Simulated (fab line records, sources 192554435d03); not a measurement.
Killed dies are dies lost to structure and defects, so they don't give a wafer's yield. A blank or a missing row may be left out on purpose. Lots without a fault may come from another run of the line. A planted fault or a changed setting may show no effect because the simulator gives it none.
A struck lot beside a sound one | flow n5_finfet | 34 steps out of a route of 1938
Sound: wafers L719.4, L719.5, L719.6. Struck: wafers L727.1, L727.3, L727.4. The cause comes at the end.
At each step with rows: each side's tool, then ch and its chambers, then its first start. Under that, the readings that differ: sound wafers | struck wafers | difference of the means | sigmas: that difference in standard deviations of wafers without a fault.
alike: readings whose means differ by less than 2 such deviations, and words and numbers that are the same on both sides. not compared: withheld readings, readings that some wafer has no value for, bounds like >300 that may hide the same value, and numbers for which the record gives no deviation and whose values overlap.
The two part at a step that has a row with sigmas, a row that says differs or no value, or rows on one side only. Numbers that don't overlap but have no deviation are shown without sigmas and don't part them. A reading that every wafer of one side lacks parts them only if that side has two wafers or more.

first, 9 steps without rows for these wafers: N5_BEOL_M10_DESCUM_33 (chemistry O2, time 7.9 s); N5_BEOL_M10_ETCH_65 (etches SiARC in CF4, target depth 39 nm, time 65 s); N5_BEOL_M10_ETCH_66 (etches SOC in N2/H2, target depth 120 nm, overetch 24 nm, time 180 s); N5_BEOL_M10_STRIP_69 (strips in N2/H2); N5_BEOL_M10_VIA_ETCH_34 (etches SiCOH lowk in C4F6/O2, target depth 184.5 nm, time 69.2 s); N5_BEOL_M10_STRIP_73 (strips in C4F6/O2); N5_BEOL_M10_STRIP_36 (strips in N2/H2); N5_BEOL_M10_TRENCH_ETCH_37 (etches SiCOH lowk in C4F6/O2, target depth 148.83 nm, time 48 s); N5_BEOL_M10_ETCH_41 (etches SiCN in CH3F/O2, target depth 42.6 nm, time 86 s).
N5_BEOL_M10_STRIP_77: strips in N2/H2, time 10 s.
  sound on rie_diel-01 ch 1,2,3, day 10 22:47; struck on rie_diel-06 ch 0,2, day 12 23:17
  alike: drypump_motor_current_A, n2_flow_sccm, oes_product_au, rf_vpp_V, showerhead_plenum_p_Torr, throttle_valve_pct
  not compared: rf_hours_counter_h
then, 23 steps without rows for these wafers: N5_BEOL_M10_HM_STRIP_39 (strips TiN in peroxide tin strip, target depth 25 nm, time 158 s); N5_BEOL_M10_SRD_40 (time 30 s); N5_BEOL_M10_PRECLEAN_42 (cleans in residue remover, time 60 s); N5_BEOL_M10_SRD_43 (time 30 s); N5_BEOL_M10_CURE_72 (cures SiCOH lowk, time 120 s); N5_BEOL_M10_DEGAS_44 (time 60 s); N5_BEOL_M10_PRE_CLEAN_45 (time 30 s); N5_BEOL_M10_ALD_74 (deposits TaN, target thk 2 nm, pulse time 2 s, purge time 3 s); N5_BEOL_M10_SURFACE_TREAT_76; N5_BEOL_M10_CVD_75 (deposits Co from CCTBA/H2, target thk 2 nm, time 138.9 s); N5_BEOL_M10_SPUTTER_48 (material Cu, target thk 12 nm, time 2 s); N5_BEOL_M10_ECD_50 (material Cu, target thk 318 nm); N5_BEOL_M10_ANNEAL_51 (time 90 s); N5_BEOL_M10_CMP_52 (polishes, stops on SiCOH lowk, t overpolish 7 s, target thk 140 nm); N5_BEOL_M10_PRE_CLEAN_55 (time 15 s); N5_BEOL_M10_DEP_56 (deposits SiCN from 3MS/NH3, target thk 15 nm, time 26.5 s); N5_BEOL_M11_ILD_DEP_00 (deposits SiCOH lowk from DEMS/porogen, target thk 308.51 nm, time 58 s); N5_BEOL_M11_CURE_71 (cures SiCOH lowk, time 240 s); N5_BEOL_M11_PECVD_70 (deposits SiO2 from TEOS/O2, target thk 20 nm, time 22.7 s); N5_BEOL_M11_HM_DEP_02 (deposits TiN, target thk 20 nm); N5_BEOL_M11_COAT_59 (time 60 s, resist thk 100 nm); N5_BEOL_M11_COAT_60 (time 60 s, resist thk 30 nm); N5_BEOL_M11_COAT_05 (resist thk 90 nm).
-- the record jumps here: 2 days lie between the struck wafers' starts before and after (it left off in module BEOL_M11 and takes up again in module PASSIVATION, whose first step shown is number 1936 of the route) --
N5_PASSIVATION_PROBE_49:
  sound on prober-01, day 13 02:59; struck on prober-01, day 15 01:01
  reading                  | sound          | struck         | difference | sigmas
  defect_limited_yield (%) | 90.9 90.8 90.7 | 80.9 79.9 78.1 | -11.2      | -8
  killed_at_M4_up          | 18 14 13       | 118 137 144    | +118       | +24
  killed_dies              | 107 109 110    | 225 237 259    | +132       | +8
  killed_on_rim            | 10 16 11       | 29 28 27       | +16        | +4
  sort_bin_5_function (%)  | 5.8 5.2 5.5    | 10.8 13.0 13.9 | +7.1       | +7
  sort_n_pass              | 1073 1071 1070 | 955 943 921    | -132       | -8
  sort_yield_pct (%)       | 90.9 90.8 90.7 | 80.9 79.9 78.1 | -11.2      | -8
  alike: killed_at_M0_to_M3, killed_at_contacts, killed_at_front_end, killed_at_other, killed_open, killed_short, sort_bin_6_memory

WHERE THEY PART
Only at N5_PASSIVATION_PROBE_49, within this record.

WHY: what the simulator had put in
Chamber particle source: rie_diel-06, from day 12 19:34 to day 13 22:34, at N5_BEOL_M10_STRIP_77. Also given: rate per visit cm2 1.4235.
